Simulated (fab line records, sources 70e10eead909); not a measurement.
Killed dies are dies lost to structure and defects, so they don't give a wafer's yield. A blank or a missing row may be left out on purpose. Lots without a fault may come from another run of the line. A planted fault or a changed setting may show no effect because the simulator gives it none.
Which tool did it? | flow nand_harc | 6 lots, 18 wafers sampled, at 2 steps of a route of 1302

WHAT THE GAUGES READ, wafer by wafer
NHARC_A_ONON_D2_THK_MEAS_27: measures by ellipsometry.
lot  | measured     | on            | thk_nm (nm)
L203 | day 13 15:34 | film_metro-01 | 1001 1001 999
L208 | day 15 17:37 | film_metro-01 | 1426 1426 1428
L213 | day 17 08:25 | film_metro-02 | 995 993 994
L218 | day 20 03:41 | film_metro-01 | 1011 1011 1011
L219 | day 20 13:52 | film_metro-02 | 1004 1002 1003
L224 | day 22 12:02 | film_metro-01 | 1008 1008 1007

WHICH TOOL RAN EACH LOT (tool, then ch and the chambers of the sampled wafers, then the start)
lot  | NHARC_A_ONON_D2_DEP_25
L203 | pecvd_onon-04 ch 0, day 13 15:07
L208 | pecvd_onon-04 ch 0, day 15 17:06
L213 | pecvd_onon-02 ch 0, day 17 07:58
L218 | pecvd_onon-02 ch 0, day 20 03:10
L219 | pecvd_onon-02 ch 0, day 20 13:22
L224 | pecvd_onon-04 ch 0, day 22 11:38
- NHARC_A_ONON_D2_DEP_25: target thk 1000 nm.

THE ANSWER, worked out from the rows above alone
Rule: what is usual is taken from the lots themselves. Put in order of their means at a reading, lots are off if they are a third of the lots or fewer, leave a main group of 4 or more, and stand apart from it by a gap of 3 or more times the standard deviation of the main group's means; of several such gaps the widest counts. A main group whose means are all the same, to the digits that the tables above print for the reading, isn't used. A lot without any number at a reading at which 4 lots or more have one is off too. The other lots that the step has rows for count as sound.
Off: L208, at NHARC_A_ONON_D2_THK_MEAS_27 (thk_nm). The main group: mean 1003 nm, standard deviation 5.9.
A tool fits if, at a process step before that reading, it ran every lot that is off, and no sound lot after the first of them. The gauges at NHARC_A_ONON_D2_THK_MEAS_27 are tried like those tools. None of those tried fits.

WHAT THE SIMULATOR HAD PUT IN
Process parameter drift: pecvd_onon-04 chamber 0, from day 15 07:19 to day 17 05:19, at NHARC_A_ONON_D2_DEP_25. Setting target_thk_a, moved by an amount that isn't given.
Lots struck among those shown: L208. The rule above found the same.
